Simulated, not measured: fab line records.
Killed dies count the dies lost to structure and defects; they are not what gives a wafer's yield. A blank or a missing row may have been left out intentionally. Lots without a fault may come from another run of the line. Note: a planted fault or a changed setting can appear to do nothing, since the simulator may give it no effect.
Which of the tools did it?    flow nandHarc    18 wafers from 6 lots sampled at 4 of the route's 1302 steps

== WHAT THE GAUGES SHOWED, per wafer ==
NHARC_A_M1_INSPECT_27.
lot   measured      on                rawDefectCount
L535  day 24 03:50  defectInspect-02  418 736 487
L538  day 25 20:01  defectInspect-02  929 490 591
L545  day 27 20:52  defectInspect-02  437 1083 1010
L551  day 30 06:16  defectInspect-01  585 665 599
L553  day 31 05:59  defectInspect-01  572 495 359
L554  day 32 01:32  defectInspect-01  548 486 583

== WHICH TOOL RAN EACH LOT (tool, then ch and the chambers of the sampled wafers, then the start) ==
lot   NHARC_A_M1_ETCH_35                 NHARC_A_M1_DEGAS_29          NHARC_A_M1_CMP_23
L535  rieDiel-13 ch 0,3, day 24 01:20    pvdSputter-01, day 24 02:16  cmp-01 ch 1,2,3, day 24 03:26
L538  rieDiel-04 ch 0,1,2, day 25 17:29  pvdSputter-03, day 25 18:26  cmp-02 ch 0,1,2, day 25 19:31
L545  rieDiel-04 ch 1,2,3, day 27 18:19  pvdSputter-03, day 27 19:18  cmp-03 ch 0,2, day 27 20:23
L551  rieDiel-04 ch 0,1,2, day 30 03:43  pvdSputter-03, day 30 04:42  cmp-02 ch 0,1,3, day 30 05:48
L553  rieDiel-13 ch 1,3, day 31 03:25    pvdSputter-02, day 31 04:26  cmp-03 ch 0,3, day 31 05:31
L554  rieDiel-13 ch 0,1,3, day 31 23:03  pvdSputter-01, day 31 23:59  cmp-03 ch 0,1, day 32 01:05
- NHARC_A_M1_ETCH_35: etches the open film in N2/H2, target depth 40 nm, overetch 12 nm, time 43.94 s.
- NHARC_A_M1_DEGAS_29: time 60 s.
- NHARC_A_M1_CMP_23: polishes, t overpolish 20 s, target thk 154.34 nm.

== THE ANSWER, worked out from the rows above alone ==
Rule: usual is defined by the lots themselves. Put in order of their means at a reading, lots are off if they are a third of the lots or fewer, leave a main group of 4 or more, and stand apart from it by a gap of 3 or more times the standard deviation of the main group's means; of several such gaps the widest counts. The tables above print the reading to a certain number of digits; a main group whose means all agree to those digits is not used. A lot without any number at a reading at which 4 lots or more have one is off too. Where the step has rows for the other lots, those lots are counted as sound.
None of the lots is off at any reading shown; this tells nothing.

== WHAT THE SIMULATOR HAD INSERTED ==
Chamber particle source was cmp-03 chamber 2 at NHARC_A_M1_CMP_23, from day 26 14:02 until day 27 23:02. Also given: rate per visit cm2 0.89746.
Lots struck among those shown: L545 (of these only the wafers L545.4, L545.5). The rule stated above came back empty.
